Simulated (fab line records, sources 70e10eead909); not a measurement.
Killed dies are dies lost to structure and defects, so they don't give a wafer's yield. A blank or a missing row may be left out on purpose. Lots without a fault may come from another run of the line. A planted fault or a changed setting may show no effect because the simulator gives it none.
Chamber matching | flow nand_harc | NHARC_A_STAIRCASE_DESCUM_270 on rie_diel-09: 4 sister chambers
The step chemistry O2, time 3 s. 8 wafers are shown with their chamber, then 10 later ones without.

WAFERS WITH THEIR CHAMBER
wafer  | chamber | showerhead_plenum_p_Torr (Torr) | drypump_motor_current_A (A)
L075.2 | 2       | 2.05                            | 5.3
L079.6 | 1       | 2.03                            | 5.7
L081.6 | 1       | 2.03                            | 5.8
L082.1 | 0       | 1.82                            | 5.2
L082.4 | 3       | 1.78                            | 6.4
L082.5 | 0       | 1.82                            | 5.2
L083.1 | 2       | 2.04                            | 5.2
L083.3 | 3       | 1.78                            | 6.4

WAFERS WITHOUT THEIR CHAMBER
wafer  | showerhead_plenum_p_Torr (Torr) | drypump_motor_current_A (A)
L083.5 | 2.04                            | 5.2
L090.1 | 1.81                            | 5.2
L090.2 | 1.77                            | 6.4
L090.4 | 2.02                            | 5.8
L091.4 | 2.03                            | 5.3
L091.5 | 1.77                            | 6.4
L091.6 | 2.03                            | 5.3
L097.1 | 1.77                            | 6.4
L097.3 | 2.01                            | 5.7
L097.4 | 1.81                            | 5.2

WHICH CHAMBER EACH WENT THROUGH
wafer  | from the rows above | in truth
L083.5 | 2                   | 2
L090.1 | 0                   | 0
L090.2 | 3                   | 3
L090.4 | 1                   | 1
L091.4 | 2                   | 2
L091.5 | 3                   | 3
L091.6 | 2                   | 2
L097.1 | 3                   | 3
L097.3 | 1                   | 1
L097.4 | 0                   | 0
Placed correctly: 10 of 10. Can't be placed from these rows: 0. Placed wrongly: 0.
How it was worked out, from the rows above alone: a wafer's distance from a chamber is the root of the sum, over the readings, of the square of ((its reading less the chamber's mean) divided by the reading's scatter). The wafer belongs to the nearest chamber; if the next one is less than 2 further off, it can't be placed. A chamber's mean is the mean of its shown wafers. The scatter: the root of (the sum of the squares of (reading less its chamber's mean) over the shown wafers, divided by (wafers less chambers)).
